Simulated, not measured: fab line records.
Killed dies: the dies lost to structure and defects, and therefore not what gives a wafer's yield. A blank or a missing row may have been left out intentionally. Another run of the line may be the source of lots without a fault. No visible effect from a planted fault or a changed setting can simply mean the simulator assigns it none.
What tool caused it? || flow nand_harc || 30 wafers from 10 lots sampled at 6 of the route's 1302 steps

## WHAT EACH GAUGE READ, for each wafer
NHARC_A_CHANNEL_HOLE_D1_INSPECT_40.
{"lot": "L681", "measured": "day 8 19:58", "on": "defect_inspect-01", "raw_defect_count": "52 53 45"}
{"lot": "L685", "measured": "day 10 09:22", "on": "defect_inspect-02", "raw_defect_count": "54 27 34"}
{"lot": "L686", "measured": "day 10 19:36", "on": "defect_inspect-01", "raw_defect_count": "93 94 109"}
{"lot": "L689", "measured": "day 12 05:13", "on": "defect_inspect-02", "raw_defect_count": "110 124 125"}
{"lot": "L690", "measured": "day 12 13:10", "on": "defect_inspect-02", "raw_defect_count": "27 45 28"}
{"lot": "L692", "measured": "day 13 02:44", "on": "defect_inspect-02", "raw_defect_count": "49 58 45"}
{"lot": "L695", "measured": "day 14 21:40", "on": "defect_inspect-02", "raw_defect_count": "488 89 105"}
{"lot": "L698", "measured": "day 16 02:01", "on": "defect_inspect-02", "raw_defect_count": "58 89 68"}
{"lot": "L704", "measured": "day 18 08:58", "on": "defect_inspect-02", "raw_defect_count": "34 31 30"}
{"lot": "L703", "measured": "day 18 09:50", "on": "defect_inspect-01", "raw_defect_count": "71 66 90"}

NHARC_END_SORT_01.
{"lot": "L695", "measured": "day 30 09:26", "on": "prober-01", "killed_at_array": "114 25 36", "killed_at_other": "0 0 0", "killed_at_periphery": "4 2 3", "killed_dies": "118 27 39", "killed_open": "6 1 5", "killed_short": "3 3 2"}

## TOOL THAT RAN EACH LOT (tool first, then ch and the chambers of the sampled wafers, then the start)
{"lot": "L681", "NHARC_A_CHANNEL_HOLE_D1_ETCH_39": "rie_diel-05 ch 0,1,3, day 8 18:05 or earlier", "NHARC_A_CHANNEL_HOLE_D1_ETCH_26": "har_etch-01 ch 0,1, day 8 18:05", "NHARC_A_CHANNEL_HOLE_D1_ETCH_44": "rie_diel-05 ch 0,1, day 8 18:59", "NHARC_A_CHANNEL_FILL_D1_ETCHBACK_19": "rie_si-04 ch 1,2,3, day 10 00:04"}
{"lot": "L685", "NHARC_A_CHANNEL_HOLE_D1_ETCH_39": "rie_diel-05 ch 0,2, day 10 07:28 or earlier", "NHARC_A_CHANNEL_HOLE_D1_ETCH_26": "har_etch-01 ch 0,1, day 10 07:28", "NHARC_A_CHANNEL_HOLE_D1_ETCH_44": "rie_diel-06 ch 1,2,3, day 10 08:23", "NHARC_A_CHANNEL_FILL_D1_ETCHBACK_19": "rie_si-05 ch 0,3, day 11 09:55"}
{"lot": "L686", "NHARC_A_CHANNEL_HOLE_D1_ETCH_39": "rie_diel-05 ch 0,1,2, day 10 17:38 or earlier", "NHARC_A_CHANNEL_HOLE_D1_ETCH_26": "har_etch-02 ch 0,1, day 10 17:38", "NHARC_A_CHANNEL_HOLE_D1_ETCH_44": "rie_diel-06 ch 0,2,3, day 10 18:38", "NHARC_A_CHANNEL_FILL_D1_ETCHBACK_19": "rie_si-02 ch 0,2,3, day 11 21:44"}
{"lot": "L689", "NHARC_A_CHANNEL_HOLE_D1_ETCH_39": "rie_diel-06 ch 2,3, day 12 03:19 or earlier", "NHARC_A_CHANNEL_HOLE_D1_ETCH_26": "har_etch-02 ch 0,1, day 12 03:19", "NHARC_A_CHANNEL_HOLE_D1_ETCH_44": "rie_diel-05 ch 0,3, day 12 04:14", "NHARC_A_CHANNEL_FILL_D1_ETCHBACK_19": "rie_si-02 ch 0,3, day 13 05:58"}
{"lot": "L690", "NHARC_A_CHANNEL_HOLE_D1_ETCH_39": "rie_diel-01 ch 0,1,2, day 12 11:14 or earlier", "NHARC_A_CHANNEL_HOLE_D1_ETCH_26": "har_etch-01 ch 0,1, day 12 11:14", "NHARC_A_CHANNEL_HOLE_D1_ETCH_44": "rie_diel-05 ch 0,1, day 12 12:11", "NHARC_A_CHANNEL_FILL_D1_ETCHBACK_19": "rie_si-04 ch 0,1,2, day 13 13:56"}
{"lot": "L692", "NHARC_A_CHANNEL_HOLE_D1_ETCH_39": "rie_diel-05 ch 1,2,3, day 13 00:49 or earlier", "NHARC_A_CHANNEL_HOLE_D1_ETCH_26": "har_etch-01 ch 0,1, day 13 00:49", "NHARC_A_CHANNEL_HOLE_D1_ETCH_44": "rie_diel-05 ch 1,2,3, day 13 01:46", "NHARC_A_CHANNEL_FILL_D1_ETCHBACK_19": "rie_si-04 ch 0,2,3, day 14 06:31"}
{"lot": "L695", "NHARC_A_CHANNEL_HOLE_D1_ETCH_39": "rie_diel-05 ch 1,2, day 14 19:47 or earlier", "NHARC_A_CHANNEL_HOLE_D1_ETCH_26": "har_etch-02 ch 1, day 14 19:47", "NHARC_A_CHANNEL_HOLE_D1_ETCH_44": "rie_diel-05 ch 1,2,3, day 14 20:42", "NHARC_A_CHANNEL_FILL_D1_ETCHBACK_19": "rie_si-04 ch 0,1,2, day 16 00:04"}
{"lot": "L698", "NHARC_A_CHANNEL_HOLE_D1_ETCH_39": "rie_diel-05 ch 0,2,3, day 16 00:06 or earlier", "NHARC_A_CHANNEL_HOLE_D1_ETCH_26": "har_etch-01 ch 0,1, day 16 00:06", "NHARC_A_CHANNEL_HOLE_D1_ETCH_44": "rie_diel-01 ch 0,1,2, day 16 01:00", "NHARC_A_CHANNEL_FILL_D1_ETCHBACK_19": "rie_si-05 ch 2,3, day 17 02:58"}
{"lot": "L704", "NHARC_A_CHANNEL_HOLE_D1_ETCH_39": "rie_diel-01 ch 0,1,2, day 18 07:00 or earlier", "NHARC_A_CHANNEL_HOLE_D1_ETCH_26": "har_etch-02 ch 0,1, day 18 07:00", "NHARC_A_CHANNEL_HOLE_D1_ETCH_44": "rie_diel-06 ch 0,2, day 18 07:57", "NHARC_A_CHANNEL_FILL_D1_ETCHBACK_19": "rie_si-05 ch 1,2, day 19 09:14"}
{"lot": "L703", "NHARC_A_CHANNEL_HOLE_D1_ETCH_39": "rie_diel-06 ch 0,2,3, day 18 07:56 or earlier", "NHARC_A_CHANNEL_HOLE_D1_ETCH_26": "har_etch-01 ch 0,1, day 18 07:56", "NHARC_A_CHANNEL_HOLE_D1_ETCH_44": "rie_diel-01 ch 0,1,3, day 18 08:52", "NHARC_A_CHANNEL_FILL_D1_ETCHBACK_19": "rie_si-04 ch 0,1,2, day 19 09:16"}
- NHARC_A_CHANNEL_HOLE_D1_ETCH_39: etches the open film in N2/H2, target depth 260 nm, time 325 s.
- NHARC_A_CHANNEL_HOLE_D1_ETCH_26: etches the open film in C4F8/O2/Ar, time 224.1 s, target depth 300 nm.
- NHARC_A_CHANNEL_HOLE_D1_ETCH_44: etches the open film in CF4/O2, target depth 140 nm, overetch 14 nm, time 77 s.
- NHARC_A_CHANNEL_FILL_D1_ETCHBACK_19: etches the open film in HBr/Cl2, target depth 5 nm, time 1.7 s.

## AS READ BY THE TOOLS THEMSELVES (means over the sampled wafers that have a number; for cases with no such wafer, the mark the record gives instead)
NHARC_A_CHANNEL_HOLE_D1_ETCH_39.
{"lot": "L681", "tool": "rie_diel-05", "drypump_motor_current_A (A)": 5.3, "oes_product_au (a.u.)": 0.999, "rf_vpp_V (V)": 431.1, "showerhead_plenum_p_Torr (Torr)": 2.03, "throttle_valve_pct (%)": 14.172}
{"lot": "L685", "tool": "rie_diel-05", "drypump_motor_current_A (A)": 5.5, "oes_product_au (a.u.)": 1.007, "rf_vpp_V (V)": 431.4, "showerhead_plenum_p_Torr (Torr)": 2.11, "throttle_valve_pct (%)": 14.169}
{"lot": "L686", "tool": "rie_diel-05", "drypump_motor_current_A (A)": 5.3, "oes_product_au (a.u.)": 1.000, "rf_vpp_V (V)": 431.0, "showerhead_plenum_p_Torr (Torr)": 2.04, "throttle_valve_pct (%)": 14.173}
{"lot": "L689", "tool": "rie_diel-06", "drypump_motor_current_A (A)": 6.0, "oes_product_au (a.u.)": 0.999, "rf_vpp_V (V)": 432.4, "showerhead_plenum_p_Torr (Torr)": 2.10, "throttle_valve_pct (%)": 14.168}
{"lot": "L690", "tool": "rie_diel-01", "drypump_motor_current_A (A)": 5.5, "oes_product_au (a.u.)": 0.997, "rf_vpp_V (V)": 431.9, "showerhead_plenum_p_Torr (Torr)": 2.10, "throttle_valve_pct (%)": 14.165}
{"lot": "L692", "tool": "rie_diel-05", "drypump_motor_current_A (A)": 5.6, "oes_product_au (a.u.)": 1.002, "rf_vpp_V (V)": 428.8, "showerhead_plenum_p_Torr (Torr)": 1.99, "throttle_valve_pct (%)": 14.173}
{"lot": "L695", "tool": "rie_diel-05", "drypump_motor_current_A (A)": 5.4, "oes_product_au (a.u.)": 1.006, "rf_vpp_V (V)": 427.3, "showerhead_plenum_p_Torr (Torr)": 1.94, "throttle_valve_pct (%)": 14.178}
{"lot": "L698", "tool": "rie_diel-05", "drypump_motor_current_A (A)": 5.5, "oes_product_au (a.u.)": 1.000, "rf_vpp_V (V)": 431.9, "showerhead_plenum_p_Torr (Torr)": 2.09, "throttle_valve_pct (%)": 14.177}
{"lot": "L704", "tool": "rie_diel-01", "drypump_motor_current_A (A)": 5.5, "oes_product_au (a.u.)": 1.004, "rf_vpp_V (V)": 432.0, "showerhead_plenum_p_Torr (Torr)": 2.08, "throttle_valve_pct (%)": 14.162}
{"lot": "L703", "tool": "rie_diel-06", "drypump_motor_current_A (A)": 5.7, "oes_product_au (a.u.)": 1.001, "rf_vpp_V (V)": 428.9, "showerhead_plenum_p_Torr (Torr)": 2.00, "throttle_valve_pct (%)": 14.175}

NHARC_A_CHANNEL_HOLE_D1_ETCH_26.
{"lot": "L681", "tool": "har_etch-01", "bias_v (V)": 300.6, "drypump_motor_current_A (A)": 5.2, "showerhead_plenum_p_Torr (Torr)": 3.72, "temp_c (C)": -20.07, "throttle_valve_pct (%)": 24.587}
{"lot": "L685", "tool": "har_etch-01", "bias_v (V)": 299.8, "drypump_motor_current_A (A)": 5.5, "showerhead_plenum_p_Torr (Torr)": 3.66, "temp_c (C)": -19.85, "throttle_valve_pct (%)": 24.586}
{"lot": "L686", "tool": "har_etch-02", "bias_v (V)": 298.8, "drypump_motor_current_A (A)": 5.6, "showerhead_plenum_p_Torr (Torr)": 3.73, "temp_c (C)": -19.94, "throttle_valve_pct (%)": 24.585}
{"lot": "L689", "tool": "har_etch-02", "bias_v (V)": 298.4, "drypump_motor_current_A (A)": 5.4, "showerhead_plenum_p_Torr (Torr)": 3.76, "temp_c (C)": -20.08, "throttle_valve_pct (%)": 24.578}
{"lot": "L690", "tool": "har_etch-01", "bias_v (V)": 298.6, "drypump_motor_current_A (A)": 5.5, "showerhead_plenum_p_Torr (Torr)": 3.64, "temp_c (C)": -20.01, "throttle_valve_pct (%)": 24.587}
{"lot": "L692", "tool": "har_etch-01", "bias_v (V)": 303.4, "drypump_motor_current_A (A)": 5.2, "showerhead_plenum_p_Torr (Torr)": 3.69, "temp_c (C)": -19.98, "throttle_valve_pct (%)": 24.580}
{"lot": "L695", "tool": "har_etch-02", "bias_v (V)": 299.2, "drypump_motor_current_A (A)": 5.3, "showerhead_plenum_p_Torr (Torr)": 3.78, "temp_c (C)": -19.88, "throttle_valve_pct (%)": 24.591}
{"lot": "L698", "tool": "har_etch-01", "bias_v (V)": 302.8, "drypump_motor_current_A (A)": 5.5, "showerhead_plenum_p_Torr (Torr)": 3.61, "temp_c (C)": -20.04, "throttle_valve_pct (%)": 24.584}
{"lot": "L704", "tool": "har_etch-02", "bias_v (V)": 301.7, "drypump_motor_current_A (A)": 5.6, "showerhead_plenum_p_Torr (Torr)": 3.68, "temp_c (C)": -19.89, "throttle_valve_pct (%)": 24.574}
{"lot": "L703", "tool": "har_etch-01", "bias_v (V)": 300.7, "drypump_motor_current_A (A)": 5.2, "showerhead_plenum_p_Torr (Torr)": 3.64, "temp_c (C)": -19.91, "throttle_valve_pct (%)": 24.585}

NHARC_A_CHANNEL_HOLE_D1_ETCH_44.
{"lot": "L681", "tool": "rie_diel-05", "drypump_motor_current_A (A)": 5.0, "oes_ar_750_au (a.u.)": 0.998, "oes_product_au (a.u.)": 1.004, "rf_vpp_V (V)": 198.0, "showerhead_plenum_p_Torr (Torr)": 1.36, "throttle_valve_pct (%)": 13.396}
{"lot": "L685", "tool": "rie_diel-06", "drypump_motor_current_A (A)": 6.0, "oes_ar_750_au (a.u.)": 1.001, "oes_product_au (a.u.)": 1.000, "rf_vpp_V (V)": 197.6, "showerhead_plenum_p_Torr (Torr)": 1.33, "throttle_valve_pct (%)": 13.394}
{"lot": "L686", "tool": "rie_diel-06", "drypump_motor_current_A (A)": 5.6, "oes_ar_750_au (a.u.)": 1.002, "oes_product_au (a.u.)": 0.995, "rf_vpp_V (V)": 197.5, "showerhead_plenum_p_Torr (Torr)": 1.32, "throttle_valve_pct (%)": 13.399}
{"lot": "L689", "tool": "rie_diel-05", "drypump_motor_current_A (A)": 5.2, "oes_ar_750_au (a.u.)": 1.003, "oes_product_au (a.u.)": 0.997, "rf_vpp_V (V)": 197.9, "showerhead_plenum_p_Torr (Torr)": 1.39, "throttle_valve_pct (%)": 13.399}
{"lot": "L690", "tool": "rie_diel-05", "drypump_motor_current_A (A)": 5.1, "oes_ar_750_au (a.u.)": 1.002, "oes_product_au (a.u.)": 0.995, "rf_vpp_V (V)": 196.6, "showerhead_plenum_p_Torr (Torr)": 1.30, "throttle_valve_pct (%)": 13.398}
{"lot": "L692", "tool": "rie_diel-05", "drypump_motor_current_A (A)": 5.5, "oes_ar_750_au (a.u.)": 1.001, "oes_product_au (a.u.)": 0.990, "rf_vpp_V (V)": 197.9, "showerhead_plenum_p_Torr (Torr)": 1.30, "throttle_valve_pct (%)": 13.399}
{"lot": "L695", "tool": "rie_diel-05", "drypump_motor_current_A (A)": 5.5, "oes_ar_750_au (a.u.)": 1.002, "oes_product_au (a.u.)": 1.001, "rf_vpp_V (V)": 196.5, "showerhead_plenum_p_Torr (Torr)": 1.30, "throttle_valve_pct (%)": 13.402}
{"lot": "L698", "tool": "rie_diel-01", "drypump_motor_current_A (A)": 5.5, "oes_ar_750_au (a.u.)": 1.003, "oes_product_au (a.u.)": 0.992, "rf_vpp_V (V)": 197.9, "showerhead_plenum_p_Torr (Torr)": 1.36, "throttle_valve_pct (%)": 13.398}
{"lot": "L704", "tool": "rie_diel-06", "drypump_motor_current_A (A)": 5.8, "oes_ar_750_au (a.u.)": 1.000, "oes_product_au (a.u.)": 1.001, "rf_vpp_V (V)": 198.2, "showerhead_plenum_p_Torr (Torr)": 1.36, "throttle_valve_pct (%)": 13.401}
{"lot": "L703", "tool": "rie_diel-01", "drypump_motor_current_A (A)": 5.6, "oes_ar_750_au (a.u.)": 1.000, "oes_product_au (a.u.)": 1.004, "rf_vpp_V (V)": 197.0, "showerhead_plenum_p_Torr (Torr)": 1.30, "throttle_valve_pct (%)": 13.406}

NHARC_A_CHANNEL_FILL_D1_ETCHBACK_19.
{"lot": "L681", "tool": "rie_si-04", "drypump_motor_current_A (A)": 5.7, "oes_product_au (a.u.)": 1.009, "throttle_valve_pct (%)": 26.403}
{"lot": "L685", "tool": "rie_si-05", "drypump_motor_current_A (A)": 5.8, "oes_product_au (a.u.)": 1.002, "throttle_valve_pct (%)": 26.408}
{"lot": "L686", "tool": "rie_si-02", "drypump_motor_current_A (A)": 6.1, "oes_product_au (a.u.)": 1.000, "throttle_valve_pct (%)": 26.406}
{"lot": "L689", "tool": "rie_si-02", "drypump_motor_current_A (A)": 6.2, "oes_product_au (a.u.)": 1.001, "throttle_valve_pct (%)": 26.407}
{"lot": "L690", "tool": "rie_si-04", "drypump_motor_current_A (A)": 5.8, "oes_product_au (a.u.)": 1.004, "throttle_valve_pct (%)": 26.400}
{"lot": "L692", "tool": "rie_si-04", "drypump_motor_current_A (A)": 5.8, "oes_product_au (a.u.)": 0.999, "throttle_valve_pct (%)": 26.411}
{"lot": "L695", "tool": "rie_si-04", "drypump_motor_current_A (A)": 5.8, "oes_product_au (a.u.)": 1.000, "throttle_valve_pct (%)": 26.407}
{"lot": "L698", "tool": "rie_si-05", "drypump_motor_current_A (A)": 5.6, "oes_product_au (a.u.)": 1.013, "throttle_valve_pct (%)": 26.411}
{"lot": "L704", "tool": "rie_si-05", "drypump_motor_current_A (A)": 5.7, "oes_product_au (a.u.)": 1.002, "throttle_valve_pct (%)": 26.398}
{"lot": "L703", "tool": "rie_si-04", "drypump_motor_current_A (A)": 5.8, "oes_product_au (a.u.)": 1.001, "throttle_valve_pct (%)": 26.401}

## THE ANSWER, worked out from the rows above alone
Rule: the lots themselves supply what counts as usual. The widest of any qualifying gaps counts: lots, ordered by their means at a reading, are off when they make up no more than a third of the lots, leave a main group of 4 or more, and stand apart from it by 3 or more times the standard deviation of that group's means. If all means in a main group match to the digits the tables above print for the reading, that group is not used. A lot without any number at a reading at which 4 lots or more have one is off too. Where the step has rows for the other lots, those lots are counted as sound. Order of review: gauges by route order, followed by the tools' own readings, for which a lot's mean as printed above is used. The first step at which some lot is off is used, and at that step the reading that is off furthest; a lot without a number counts as furthest.
Off: L695, at NHARC_A_CHANNEL_HOLE_D1_INSPECT_40 (raw_defect_count). The main group has a mean of 63 with a standard deviation of 29.
If a tool, at a process step before that reading, ran all the lots that are off and no sound lot after the first of them, it fits. Not tried: the gauges at NHARC_A_CHANNEL_HOLE_D1_INSPECT_40; whatever is off there is also off at NHARC_A_CHANNEL_HOLE_D1_ETCH_39, on other tools, and gauge error can't account for it. With no start given for some of its lots, NHARC_A_CHANNEL_HOLE_D1_ETCH_39 uses the hours and lot order of NHARC_A_CHANNEL_HOLE_D1_ETCH_26. One candidate fits, namely rie_diel-05 at NHARC_A_CHANNEL_HOLE_D1_ETCH_44. A fault onset in the window from L692 (day 13 01:46, its last sound lot) to L695 (day 14 20:42, its first lot off) fits.

## WHAT WAS PUT IN BY THE SIMULATOR
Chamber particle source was rie_diel-05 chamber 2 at NHARC_A_CHANNEL_HOLE_D1_ETCH_44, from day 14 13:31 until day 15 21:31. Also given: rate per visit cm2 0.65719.
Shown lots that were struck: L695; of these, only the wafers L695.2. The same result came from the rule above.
